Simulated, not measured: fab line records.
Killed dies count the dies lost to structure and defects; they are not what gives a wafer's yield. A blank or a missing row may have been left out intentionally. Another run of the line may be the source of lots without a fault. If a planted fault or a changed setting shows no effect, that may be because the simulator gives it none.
Which of the tools did it? / flow n5 finfet / 10 lots with 30 wafers sampled at 4 steps, on a route of 1938 steps

WHAT EACH GAUGE READ, for each wafer
N5_BEOL_M4_RC_MEAS_101.
lot=L387; measured=day 8 22:50; on=prober-01; RS_NWELL (ohm/sq)=1030 1036 1037
lot=L388; measured=day 8 20:34; on=prober-02; RS_NWELL (ohm/sq)=1038 1027 1032
lot=L392; measured=day 9 12:34; on=prober-01; RS_NWELL (ohm/sq)=1038 1039 1033
lot=L393; measured=day 10 17:13; on=prober-01; RS_NWELL (ohm/sq)=1031 1036 1037
lot=L394; measured=day 10 08:27; on=prober-02; RS_NWELL (ohm/sq)=1034 1036 1047
lot=L397; measured=day 10 23:26; on=prober-01; RS_NWELL (ohm/sq)=1040 1041 1044
lot=L401; measured=day 12 16:13; on=prober-01; RS_NWELL (ohm/sq)=1041 1037 1032
lot=L402; measured=day 12 05:52; on=prober-02; RS_NWELL (ohm/sq)=1267 1268 1255
lot=L403; measured=day 12 08:42; on=prober-02; RS_NWELL (ohm/sq)=1247
lot=L407; measured=day 13 12:33; on=prober-01; RS_NWELL (ohm/sq)=1036 1041 1024

TOOL THAT RAN EACH LOT (tool first, then ch and the chambers of the sampled wafers, then the start)
lot=L387; N5_WELL_APT_IMPLANT_14=implanter-02 ch 0, day 1 13:50; N5_PMOS_HMC_CHANNEL_EPI_STRIP_33=rie diel-05 ch 0,1,3, day 1 17:08; N5_FIN_SAQP_ALD_61=ald sin-02 ch 1,2,3, day 1 19:56
lot=L388; N5_WELL_APT_IMPLANT_14=implanter-01 ch 0, day 1 19:51; N5_PMOS_HMC_CHANNEL_EPI_STRIP_33=rie diel-06 ch 1,2,3, day 1 23:10; N5_FIN_SAQP_ALD_61=ald sin-01 ch 0,1,3, day 2 01:54
lot=L392; N5_WELL_APT_IMPLANT_14=implanter-01 ch 0, day 2 20:40; N5_PMOS_HMC_CHANNEL_EPI_STRIP_33=rie diel-05 ch 0,2,3, day 3 00:14; N5_FIN_SAQP_ALD_61=ald sin-04 ch 0,1, day 3 02:58
lot=L393; N5_WELL_APT_IMPLANT_14=implanter-02 ch 0, day 3 02:29; N5_PMOS_HMC_CHANNEL_EPI_STRIP_33=rie diel-05 ch 1,3, day 3 05:57; N5_FIN_SAQP_ALD_61=ald sin-02 ch 0,3, day 3 08:48
lot=L394; N5_WELL_APT_IMPLANT_14=implanter-01 ch 0, day 3 08:06; N5_PMOS_HMC_CHANNEL_EPI_STRIP_33=rie diel-03 ch 1,2, day 3 11:38; N5_FIN_SAQP_ALD_61=ald sin-04 ch 1,3, day 3 14:28
lot=L397; N5_WELL_APT_IMPLANT_14=implanter-02 ch 0, day 4 02:01; N5_PMOS_HMC_CHANNEL_EPI_STRIP_33=rie diel-05 ch 0,1,2, day 4 05:21; N5_FIN_SAQP_ALD_61=ald sin-04 ch 0,1, day 4 08:29
lot=L401; N5_WELL_APT_IMPLANT_14=implanter-02 ch 0, day 5 02:18; N5_PMOS_HMC_CHANNEL_EPI_STRIP_33=rie diel-06 ch 0,2,3, day 5 05:38; N5_FIN_SAQP_ALD_61=ald sin-04 ch 0,1,3, day 5 08:55
lot=L402; N5_WELL_APT_IMPLANT_14=implanter-02 ch 0, day 5 08:00; N5_PMOS_HMC_CHANNEL_EPI_STRIP_33=rie diel-03 ch 0,3, day 5 12:19; N5_FIN_SAQP_ALD_61=ald sin-02 ch 0,1,2, day 5 15:45
lot=L403; N5_WELL_APT_IMPLANT_14=implanter-02 ch 0, day 5 13:47; N5_PMOS_HMC_CHANNEL_EPI_STRIP_33=rie diel-05 ch 1,2,3, day 5 17:49; N5_FIN_SAQP_ALD_61=ald sin-01 ch 1,2,3, day 5 20:34
lot=L407; N5_WELL_APT_IMPLANT_14=implanter-01 ch 0, day 6 14:11; N5_PMOS_HMC_CHANNEL_EPI_STRIP_33=rie diel-05 ch 2,3, day 6 17:45; N5_FIN_SAQP_ALD_61=ald sin-04 ch 0,1, day 6 20:31
- N5_WELL_APT_IMPLANT_14
- N5_PMOS_HMC_CHANNEL_EPI_STRIP_33: strips in N2/H2.
- N5_FIN_SAQP_ALD_61: deposits SiO2, target thk 4 nm, pulse time 1 s, purge time 2 s.

THE ANSWER, worked out from the rows above alone
Rule: usual is defined by the lots themselves. Put in order of their means at a reading, lots are off if they are a third of the lots or fewer, leave a main group of 4 or more, and stand apart from it by a gap of 3 or more times the standard deviation of the main group's means; of several such gaps the widest counts. A main group whose means are all the same, to the digits that the tables above print for the reading, isn't used. Also off: a lot with no number at a reading for which 4 or more lots have one. Any other lot the step has rows for is counted as sound.
Off: at N5_BEOL_M4_RC_MEAS_101 (RS_NWELL), L402, L403. The main group has a mean of 1036 ohm/sq with a standard deviation of 2.9.
A tool fits if, at a process step before that reading, it ran every lot that is off, and no sound lot after the first of them. Gauges at N5_BEOL_M4_RC_MEAS_101: tried the same way as those tools. Can't be told from this: 2 tools fit, implanter-02 at N5_WELL_APT_IMPLANT_14, prober-02 at N5_BEOL_M4_RC_MEAS_101.

WHAT THE SIMULATOR PUT IN
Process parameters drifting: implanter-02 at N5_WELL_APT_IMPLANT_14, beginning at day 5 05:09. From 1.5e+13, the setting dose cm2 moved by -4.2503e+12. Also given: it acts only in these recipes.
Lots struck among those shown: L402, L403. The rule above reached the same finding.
